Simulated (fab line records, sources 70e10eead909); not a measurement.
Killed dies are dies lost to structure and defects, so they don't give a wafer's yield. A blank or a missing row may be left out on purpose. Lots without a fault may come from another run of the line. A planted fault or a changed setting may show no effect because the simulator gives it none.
fab line records | flow nand_harc | part 2 of 2: steps 27 to 37 of 37
record lots=5 wafers=15 last_day=31
route steps=1302 shown P_GATE@125
lots that met no fault: from a run of the same line without faults
start_h: hours from the record's first day to the start of the lot's first wafer shown | wait_h: hours since the lot's step before | " the same as in the row above | L1.1+2: a row that stands for several wafers | - no value, or no start given | * or withheld: withheld | < > ~ a bound
route shown NAME@n: a module of which the file shows steps, and the number in the route of the first | usual: mean/standard deviation of fault-free wafers | same: alike in all rows | chamber/n: place in a boat | sites: the reading at each site | _std_site: their standard deviation | _edge_site: outer sites' mean less inner sites' | radius_mm: how far each site lies from the wafer's centre | mask NAME#n: copy n | behind: the tool/chamber that last shaped the wafer | hold: why the lot was held/for how many hours/how that ended | device: the transistor (n, p or np) that didn't switch | end of line: the same wafers' tests at the end of the route | a step without rows: its recipe alone | killed: dies lost to structure and defects at the first sort, not the wafer's yield | map: a wafer's dies, x killed, . not, _ none there
set.NAME: the setting as run; set.NAME@STEP: as run at that earlier step | model.NAME: the simulator's own value behind a step, which no gauge read
lots at some steps of the route; a table a step, a row a wafer
services: from which hour (start_h, from the record's first day; less than 0 if before it) a tool's chamber was out of use, for how many hours, and why
## steps
# step NHARC_P_GATE_CD_MEAS_33
# usual cd_nm=120/3.7
# columns lot.wafer tool chamber start_h wait_h cd_nm
L074.2 cd_sem-01 - 101.20 - 124
L074.3 " - " " 120
L074.4 " - " " 122
L080.1 cd_sem-02 - 156.68 - 116
L080.2 " - " " 124
L080.6 " - " " 117
L083.1 cd_sem-03 - 192.75 - 118
L083.2 " - " " 119
L083.6 " - " " 116
L091.3 cd_sem-03 - 265.80 - 116
L091.4 " - " " 126
L091.6 " - " " 122
L092.2 cd_sem-01 - 281.90 - 123
L092.4 " - " " 130
L092.5 " - " " 129
# step NHARC_P_GATE_STRIP_35
# recipe time_s=600 temp_c=130 chemistry=SPM
# columns lot.wafer tool chamber start_h wait_h
L074.2+3+4 wet_bench-03 3,7,0 101.28 0.1
L080.6+2+1 wet_bench-07 7,0,2 156.77 0.1
L083.2+6+1 wet_bench-09 5,7,0 192.85 0.1
L091.4+6+3 wet_bench-07 7,0,2 265.88 0.1
L092.5+4+2 wet_bench-03 6,7,1 281.99 0.1
# step NHARC_P_GATE_PRECLEAN_73
# recipe time_s=* temp_c=50 bath_age_min=0 chemistry=SC1
# usual sc1_h2o2_end_mol_l=0.3698/0.00065
# columns lot.wafer tool chamber start_h wait_h sc1_h2o2_end_mol_l
L074.2 wet_bench-03 3 - - 0.3696
L074.3 " 7 " " 0.3693
L074.4 " 0 " " 0.3699
L080.6 wet_bench-07 7 - - 0.3689
L080.2 " 0 " " 0.3689
L080.1 " 2 " " 0.3697
L083.2 wet_bench-09 5 - - 0.3706
L083.6 " 7 " " 0.3714
L083.1 " 0 " " 0.3708
L091.4 wet_bench-07 7 - - 0.3695
L091.6 " 0 " " 0.3699
L091.3 " 2 " " 0.3688
L092.5 wet_bench-03 6 - - 0.3699
L092.4 " 7 " " 0.3696
L092.2 " 1 " " 0.3690
# step NHARC_P_GATE_SRD_74
# columns lot.wafer tool chamber start_h wait_h
L074.2+3+4 wet_bench-03 3,7,0 - -
L080.6+2+1 wet_bench-07 7,0,2 - -
L083.2+6+1 wet_bench-09 5,7,0 - -
L091.4+6+3 wet_bench-07 7,0,2 - -
L092.5+4+2 wet_bench-03 6,7,1 - -
# step NHARC_P_GATE_ALD_36
# recipe target_thk_a=200 pulse_time_s=60 ald_cycles=223 temp_c=400 material=SiNx
# usual heater_power_w=797/54 precursor_pulse_height_rel=0.998/0.019
# columns lot.wafer tool chamber start_h wait_h heater_power_w precursor_pulse_height_rel
L074.3 ald_sin-04 3 101.66 - 802 1.009
L074.4 " 1 103.74 - 811 1.007
L074.2 " 2 104.79 - 710 0.981
L080.1 ald_sin-04 2 157.14 - 734 1.002
L080.2 " 1 160.35 - 814 0.964
L080.6 " 2 161.43 - 746 0.965
L083.2 ald_sin-04 3 195.35 - 798 0.994
L083.1 " 0 196.42 - 757 0.985
L083.6 " 1 197.49 - 814 1.048
L091.3 ald_sin-03 0 266.25 - 895 1.014
L091.6 " 1 271.94 - 743 0.996
L091.4 " 3 273.36 - 824 1.029
L092.4 ald_sin-04 0 282.35 - 729 0.973
L092.2 " 3 285.50 - 743 0.994
L092.5 " 0 286.55 - 730 0.986
# step NHARC_P_GATE_ETCHBACK_37
# recipe target_depth_a=345 time_s=17.2 chf3_flow_sccm=50 o2_flow_sccm=10 ar_flow_sccm=200 rf_w=500 bias_w=200 chemistry=CHF3/O2
# usual drypump_motor_current_A=5.9/0.56 mfc_ar_sccm=200.0/0.55 oes_product_au=0.94/0.031 rf_vpp_V=370.5/2.3 showerhead_plenum_p_Torr=2.39/0.094 throttle_valve_pct=20.573/0.0095
# columns lot.wafer tool chamber start_h wait_h drypump_motor_current_A mfc_ar_sccm oes_product_au rf_hours_counter_h rf_vpp_V showerhead_plenum_p_Torr throttle_valve_pct
L074.4 rie_diel-04 2 - - 5.8 199.7 0.92 6.3 372.3 2.50 20.586
L074.3 " 3 " " 5.0 200.6 0.91 5.6 369.9 2.38 20.571
L074.2 " 1 " " 5.7 199.6 0.95 6.6 370.1 2.35 20.569
L080.1 rie_diel-02 2 - - 6.5 199.9 0.91 5.3 370.3 2.38 20.569
L080.2 " 0 " " 5.3 199.7 0.92 4.7 374.2 2.52 20.573
L080.6 " 2 " " 6.6 199.9 0.92 - 369.3 2.38 20.559
L083.1 rie_diel-02 1 - - 6.6 199.5 0.94 6.9 367.3 2.24 20.561
L083.2 " 2 " " 6.6 199.8 0.91 7.0 369.8 2.38 20.570
L083.6 " 1 " " 6.6 199.6 0.94 - 366.6 2.24 20.574
L091.4 rie_diel-02 0 - - 5.3 199.8 0.93 2.4 373.5 2.52 20.576
L091.3 " 2 " " 6.6 200.3 0.91 1.6 370.4 2.38 20.570
L091.6 " 1 " " 6.7 199.1 0.93 - 367.4 2.24 20.572
L092.2 rie_diel-09 2 - - 5.0 200.1 0.91 9.8 369.6 2.34 20.575
L092.5 " 2 " " 5.0 199.6 0.92 - 368.4 2.34 20.571
L092.4 " 1 " " 5.8 199.7 0.92 - 368.6 2.24 20.580
# step NHARC_P_GATE_STRIP_101
# recipe time_s=20 o2_flow_sccm=500 ar_flow_sccm=0 bias_w=0 chemistry=O2
# usual drypump_motor_current_A=5.9/0.57 mfc_ar_sccm=0.004/0.0061 oes_product_au=0.996/0.016 rf_vpp_V=57.8/0.9 showerhead_plenum_p_Torr=3.50/0.13 throttle_valve_pct=17.038/0.0094
# columns lot.wafer tool chamber start_h wait_h drypump_motor_current_A mfc_ar_sccm oes_product_au rf_hours_counter_h rf_vpp_V showerhead_plenum_p_Torr throttle_valve_pct
L074.3 rie_diel-04 0 111.19 0.1 6.2 0 1.021 5.9 57.3 3.62 17.041
L074.2 " 2 " " 5.8 0 1.005 6.3 59.0 3.66 17.036
L074.4 " 3 " " 5.1 0 0.995 5.6 58.5 3.49 17.027
L080.1 rie_diel-02 3 166.84 0.1 6.0 0 1.000 5.2 56.8 3.70 17.056
L080.2 " 0 " " 5.3 0.008 0.994 4.7 57.4 3.70 17.021
L080.6 " 1 " " 6.7 0 1.012 - 56.7 3.30 17.042
L083.1 rie_diel-02 2 202.90 0.1 6.6 0.012 0.987 7.0 58.3 3.50 17.037
L083.2 " 0 " " 5.3 0.008 0.997 6.6 59.6 3.70 17.026
L083.6 " 3 " " 6.0 0 1.007 - 57.3 3.70 17.030
L091.3 rie_diel-02 1 278.06 0.1 6.6 0 1.014 2.1 57.8 3.30 17.034
L091.4 " 2 " " 6.6 0.012 0.979 1.6 59.1 3.50 17.043
L091.6 " 1 " " 6.7 0 1.021 - 56.4 3.30 17.044
L092.2 rie_diel-09 1 291.94 0.1 5.7 0.017 0.998 8.7 57.6 3.29 17.014
L092.4 " 3 " " 6.8 0.013 0.986 - 58.3 3.59 17.046
L092.5 " 1 " " 5.8 0.017 0.991 - 58.7 3.29 17.047
# step NHARC_P_GATE_PRECLEAN_97
# recipe time_s=600 temp_c=120 chemistry=SPM
# columns lot.wafer tool chamber start_h wait_h
L074.4+3+2 wet_bench-03 1,2,5 111.28 -
L080.6+1+2 wet_bench-03 6,7,2 166.94 -
L083.1+6+2 wet_bench-09 6,7,1 203.00 -
L091.3+6+4 wet_bench-07 7,0,1 278.15 -
L092.5+2+4 wet_bench-09 4,5,0 292.04 -
# step NHARC_P_GATE_SRD_98
# columns lot.wafer tool chamber start_h wait_h
L074.4+3+2 wet_bench-03 1,2,5 - -
L080.6+1+2 wet_bench-03 6,7,2 - -
L083.1+6+2 wet_bench-09 6,7,1 - -
L091.3+6+4 wet_bench-07 7,0,1 - -
L092.5+2+4 wet_bench-09 4,5,0 - -
# step NHARC_P_GATE_PRECLEAN_99
# recipe time_s=* temp_c=50 bath_age_min=0 chemistry=SC1
# usual sc1_h2o2_end_mol_l=0.3698/0.00061
# columns lot.wafer tool chamber start_h wait_h sc1_h2o2_end_mol_l
L074.4 wet_bench-03 1 - - 0.3701
L074.3 " 2 " " 0.3708
L074.2 " 5 " " 0.3702
L080.6 wet_bench-03 6 - - 0.3705
L080.1 " 7 " " 0.3702
L080.2 " 2 " " 0.3711
L083.1 wet_bench-09 6 - - 0.3709
L083.6 " 7 " " 0.3701
L083.2 " 1 " " 0.3693
L091.3 wet_bench-07 7 - - 0.3707
L091.6 " 0 " " 0.3692
L091.4 " 1 " " 0.3692
L092.5 wet_bench-09 4 - - 0.3695
L092.2 " 5 " " 0.3699
L092.4 " 0 " " 0.3686
# step NHARC_P_GATE_SRD_100
# columns lot.wafer tool chamber start_h wait_h
L074.4+3+2 wet_bench-03 1,2,5 - -
L080.6+1+2 wet_bench-03 6,7,2 - -
L083.1+6+2 wet_bench-09 6,7,1 - -
L091.3+6+4 wet_bench-07 7,0,1 - -
L092.5+2+4 wet_bench-09 4,5,0 - -
## services
# columns tool chamber start_h hours kind
ald_sin-04 - 76.80 10.0 pm
wet_bench-07 - 84.70 13.1 repair
wet_bench-03 - 90.22 1.7 repair
ald_sin-04 - 111.06 0.9 repair
rie_diel-04 - 116.06 2.1 repair
rie_diel-09 3 118.43 15.8 repair
ald_sin-04 1 121.28 10.7 repair
rie_diel-04 0 127.22 1.2 repair
rie_diel-09 - 143.59 9.0 pm
ald_sin-04 0 150.23 4.0 repair
litho_track-01 - 155.00 7.0 pm
wet_bench-07 - 160.00 8.0 pm
rie_diel-04 - 168.21 0.3 repair
wet_bench-09 - 176.80 8.0 pm
rie_diel-04 - 177.90 9.0 pm
litho_track-06 - 179.00 7.0 pm
rie_diel-09 0 183.59 2.6 repair
litho_track-04 - 203.00 7.0 pm
wet_bench-03 - 210.40 8.0 pm
rie_diel-04 - 211.81 0.4 repair
rie_diel-02 - 216.70 9.0 pm
rie_diel-04 0 227.00 8.0 repair
rie_diel-09 0 235.55 59.5 repair
rie_diel-04 0 235.93 13.3 repair
